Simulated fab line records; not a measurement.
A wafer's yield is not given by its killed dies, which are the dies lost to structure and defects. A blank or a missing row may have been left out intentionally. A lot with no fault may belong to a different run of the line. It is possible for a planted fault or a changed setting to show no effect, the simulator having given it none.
Chamber matching | flow nandHarc | NHARC_P_M1_ETCH_35 on rieDiel-01 has 4 sister chambers
The step etches the open film in N2/H2, target depth 40 nm, overetch 12 nm, time 43.94 s. 18 wafers are shown with their chamber, then 9 later ones without.

== WAFERS PAIRED WITH THEIR CHAMBERS ==
wafer  | chamber | rfVppV (V) | oesProductAu (a.u.) | throttleValvePct (%)
L076.2 | 0       | 430.7      | 1.004               | 14.169
L076.3 | 3       | 428.6      | 1.007               | 14.160
L076.5 | 3       | 427.4      | 1.003               | 14.173
L077.1 | 0       | 431.9      | 1.002               | 14.161
L077.3 | 2       | 431.7      | 0.994               | 14.178
L077.5 | 0       | 430.4      | 0.998               | 14.170
L081.4 | 2       | 432.9      | 1.002               | 14.171
L081.5 | 3       | 424.3      | 1.002               | 14.179
L081.6 | 0       | 430.0      | 0.992               | 14.181
L080.1 | 1       | 431.4      | 1.020               | 14.163
L080.5 | 3       | 425.6      | 1.011               | 14.160
L080.6 | 0       | 429.2      | 1.004               | 14.166
L083.2 | 1       | 430.7      | 1.002               | 14.156
L083.3 | 2       | 431.3      | 1.015               | 14.167
L083.4 | 1       | 434.0      | 1.006               | 14.175
L089.3 | 0       | 430.5      | 0.985               | 14.157
L089.4 | 1       | 431.8      | 1.009               | 14.176
L089.5 | 2       | 432.5      | 1.005               | 14.178

SIGNATURES (means of the wafers above)
reading          | chamber 0 | chamber 1 | chamber 2 | chamber 3 | scatter within a chamber
rfVppV           | 430.450   | 431.975   | 432.100   | 426.475   | 1.27
oesProductAu     | 0.99750   | 1.00925   | 1.00400   | 1.00575   | 0.0073
throttleValvePct | 14.16733  | 14.16750  | 14.17350  | 14.16800  | 0.00841
Rule: a wafer's distance from a chamber is the root of the sum, over the readings, of the square of ((its reading less the chamber's mean) divided by the reading's scatter). The wafer belongs to the nearest chamber; if the next one is less than 2 further off, it can't be placed. The scatter is the square root of a quotient: the sum, over the shown wafers, of each reading's squared deviation from its chamber's mean, divided by wafers minus chambers.

== WAFERS MISSING THEIR CHAMBER ==
wafer  | rfVppV (V) | oesProductAu (a.u.) | throttleValvePct (%)
L091.4 | 429.6      | 0.997               | 14.181
L091.5 | 427.0      | 1.018               | 14.183
L091.6 | 432.8      | 1.016               | 14.180
L092.1 | 426.0      | 1.000               | 14.157
L092.2 | 430.7      | 1.002               | 14.151
L092.6 | 430.4      | 1.001               | 14.175
L095.2 | 431.1      | 1.002               | 14.178
L095.3 | 431.8      | 1.005               | 14.167
L095.4 | 427.6      | 0.998               | 14.160

== WHICH CHAMBER EACH ONE RAN IN ==
wafer  | from the rows above               | in truth
L091.4 | can't be placed: 0 or 2 or 1 or 3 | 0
L091.5 | can't be placed: 3 or 0           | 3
L091.6 | can't be placed: 1 or 2 or 0      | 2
L092.1 | 3                                 | 3
L092.2 | can't be placed: 0 or 1 or 2 or 3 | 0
L092.6 | can't be placed: 0 or 2 or 1      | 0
L095.2 | can't be placed: 2 or 0 or 1      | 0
L095.3 | can't be placed: 1 or 2 or 0      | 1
L095.4 | can't be placed: 3 or 0           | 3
Correct placement for 1 of the 9. Unplaceable from these rows: 8, with the true chamber sitting among the candidates in 8. Placed wrongly: 0.
